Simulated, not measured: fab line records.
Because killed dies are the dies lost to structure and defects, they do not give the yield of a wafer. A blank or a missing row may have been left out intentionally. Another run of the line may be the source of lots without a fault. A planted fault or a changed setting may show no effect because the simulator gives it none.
Chamber matching -- flow n5Finfet -- 4 sister chambers for N5_BEOL_M2_ALD_84 on aldMetal-03
The step deposits TaN, pulse time 2 s, purge time 3 s, co reactant purge time 2 s. 4 wafers are shown with their chamber, then 7 later ones without.

WAFERS, EACH WITH ITS CHAMBER
wafer,chamber,heaterPowerW (W)
L085.2,1,495
L085.3,2,436
L088.3,3,378
L088.4,0,340

WAFERS MISSING THEIR CHAMBER
wafer,heaterPowerW (W)
L088.5,501
L089.2,339
L089.4,454
L089.5,379
L091.1,368
L091.5,344
L091.6,368

EACH ONE'S CHAMBER
wafer,from the rows above,in truth
L088.5,1,1
L089.2,0,0
L089.4,2,2
L089.5,3,3
L091.1,can't be placed: 3 or 0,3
L091.5,0,0
L091.6,can't be placed: 3 or 0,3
5 of 7 placed correctly. These rows do not allow placing 2 (true chamber among the candidates in 2). Number placed wrongly: 0.
How it was worked out, from the rows above alone: a wafer's distance from a chamber is the root of the sum, over the readings, of the square of ((its reading less the chamber's mean) divided by the reading's scatter). If the next closest chamber is less than 2 further off than the closest, the wafer can't be placed; otherwise it belongs to the closest. A chamber's mean is the mean of its shown wafers. The scatter: root of mean squared gap, hidden wafer to nearest shown wafer, with one shown wafer a chamber.
